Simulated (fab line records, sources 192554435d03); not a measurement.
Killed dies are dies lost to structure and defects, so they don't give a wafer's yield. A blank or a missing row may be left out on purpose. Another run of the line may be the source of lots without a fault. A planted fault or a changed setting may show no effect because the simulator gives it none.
Chamber matching	flow n5-finfet	N5_SD_EPI_P_DESCUM_14 on rie-diel-01: 4 sister chambers
The step chemistry O2, time 7.9 s. 4 wafers are shown with their chamber, then 8 later ones without.

## WAFERS WITH THEIR CHAMBER
wafer	chamber	showerhead-plenum-p-Torr (Torr)
L082.2	0	2.21
L084.2	3	2.04
L084.5	1	2.09
L087.1	2	2.13

## WAFERS WHOSE CHAMBER IS MISSING
wafer	showerhead-plenum-p-Torr (Torr)
L087.3	2.09
L087.6	2.13
L088.1	2.12
L088.3	2.09
L088.5	2.12
L091.2	2.21
L091.3	2.12
L091.4	2.09

## CHAMBER TAKEN BY EACH
wafer	from the rows above	in truth
L087.3	1	1
L087.6	2	2
L088.1	2	2
L088.3	1	1
L088.5	2	2
L091.2	0	0
L091.3	2	2
L091.4	1	1
8 of 8 placed correctly. Number that these rows cannot place: 0. Wrongly placed: 0.
How it was worked out, from the rows above alone: a wafer's distance from a chamber is the root of the sum, over the readings, of the square of ((its reading less the chamber's mean) divided by the reading's scatter). If the next closest chamber is less than 2 further off than the closest, the wafer can't be placed; otherwise it belongs to the closest. Each chamber's mean is taken over the wafers shown for it. The scatter (one wafer shown for each chamber): square how far every hidden wafer sits from the nearest shown wafer, average those squares and take the square root.
